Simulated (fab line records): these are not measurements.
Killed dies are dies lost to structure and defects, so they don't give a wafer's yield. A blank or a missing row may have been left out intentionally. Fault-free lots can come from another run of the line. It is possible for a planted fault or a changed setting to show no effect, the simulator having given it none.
Problem report, 8D (eight disciplines) form, completed by code	flow n5 finfet	the parts of the form that need people (team, actions taken, sign-off) are left out

== 1. WHAT WENT WRONG ==
etch rf on time s at N5_BEOL_M9_ETCH_76 reads a mean of 6.54 s on 2 wafers of 2 lots; wafers without a fault read 5.14 s with a standard deviation of 0.15. Measured from the usual mean, that is +9.3 standard deviations.
The step: etches underlayer in N2/H2, target depth 6.5 nm, time 5.2 s.
Earliest sighting: wafer L390.3 on rie diel-01 at day 12 14:29. The record holds 31 wafers of 11 lots with a number at this step. Rule for "out", or "out of limits": more than 4 standard deviations from the usual mean. All remaining wafers that have a number are taken as sound.

== 2. WHAT IT IS, AND WHAT IT ISN'T ==
question	is	is not
which readings at this step	etch rf on time s	drypump motor current A, oes product au, rf vpp V, showerhead plenum p Torr, throttle valve pct
which lots	L390, L392	L378, L380, L383, L384, L385, L395, L396, L398, L401
which wafers of those lots	L390.3, L392.3	L390.4, L392.4
read on which tools	rie diel-01	rie diel-05, rie diel-06
when	from day 12 14:29	up to then (16 sound wafers); but 13 sound wafers of L392, L395, L396, L398, L401 came after

== 3. THE SUSPECTS, EACH WITH WHAT RULES IT OUT ==
Counting: any tool at a process step up to the reading remains a suspect provided it ran every lot that is out. Sound lots after the first of them don't rule it out here, since some wafers of a struck lot are sound.
- rie diel-01 at N5_BEOL_M9_ETCH_76 (etches underlayer in N2/H2, target depth 6.5 nm, time 5.2 s): kept. It ran every lot that is out, first L390 (day 12 14:29); its last sound lot up to then is L385 (day 11 15:02). Its own readings are out on those wafers: etch rf on time s.
After counting, what remains is rie diel-01 at N5_BEOL_M9_ETCH_76.

== 4. THE CAUSE (what the simulator had put in) ==
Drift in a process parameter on rie diel-01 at N5_BEOL_M9_ETCH_76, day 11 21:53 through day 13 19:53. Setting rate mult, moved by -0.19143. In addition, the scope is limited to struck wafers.
After counting, this tool was the only one left.

== 5. THE EFFECT CHAIN, in route order ==
Each row: a reading where the mean over the struck wafers with a number is more than 3 standard deviations away from the usual. Readings are gone through only where the record gives a usual standard deviation; hours: the median, over the lots, of the time from a lot's start at the first step in this table giving one to that lot's start at this step; sigmas: the change measured in usual standard deviations.
hours	step	reading	usual	on struck wafers	change	sigmas
0	N5_BEOL_M9_ETCH_76	etch rf on time s	5.14 s	6.54	+1.40	+9.3
The process steps in it:
- N5_BEOL_M9_ETCH_76: etches underlayer in N2/H2, target depth 6.5 nm, time 5.2 s.

== 6. WHAT WOULD HAVE CAUGHT IT SOONER ==
The fault began at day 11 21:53; the first out-of-limits reading in this record came at day 12 14:29, 17 hours later.
